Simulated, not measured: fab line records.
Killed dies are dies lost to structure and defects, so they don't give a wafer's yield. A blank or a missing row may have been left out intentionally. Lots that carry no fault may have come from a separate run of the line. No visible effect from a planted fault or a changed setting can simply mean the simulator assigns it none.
Chamber matching -- flow n5Finfet -- uvCure-01 running N5_BEOL_M11_CURE_72: 3 sister chambers
The step cures SiCOH lowk, time 120 s. 3 wafers are shown with their chamber, then 9 later ones without.

EACH WAFER AND ITS CHAMBER
wafer,chamber,wafer_temp_C_max
L084.6,0,372.8
L089.5,1,371.4
L087.4,2,372.2

WAFERS WITH NO CHAMBER GIVEN
wafer,wafer_temp_C_max
L088.3,373.2
L088.4,372.6
L088.5,372.1
L096.1,372.8
L096.4,372.7
L096.6,373.2
L097.2,371.8
L097.5,372.3
L097.6,372.0

WHICH CHAMBER EACH WENT THROUGH
wafer,from the rows above,in truth
L088.3,0,0
L088.4,can't be placed: 0 or 2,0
L088.5,2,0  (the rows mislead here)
L096.1,0,0
L096.4,can't be placed: 0 or 2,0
L096.6,0,0
L097.2,can't be placed: 2 or 1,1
L097.5,can't be placed: 2 or 0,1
L097.6,can't be placed: 2 or 1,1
Placed correctly: 3 of 9. From these rows, 5 cannot be placed; in 4 the true chamber is one of the candidates. Placed wrongly: 1.
How it was worked out, from the rows above alone: a wafer's distance from a chamber is the root of the sum, over the readings, of the square of ((its reading less the chamber's mean) divided by the reading's scatter). If the next closest chamber is less than 2 further off than the closest, the wafer can't be placed; otherwise it belongs to the closest. For every chamber, the mean is computed from those of its wafers that are shown. The scatter: with one shown wafer a chamber, the root of the mean of the squares of how far each hidden wafer lies from its nearest shown one.
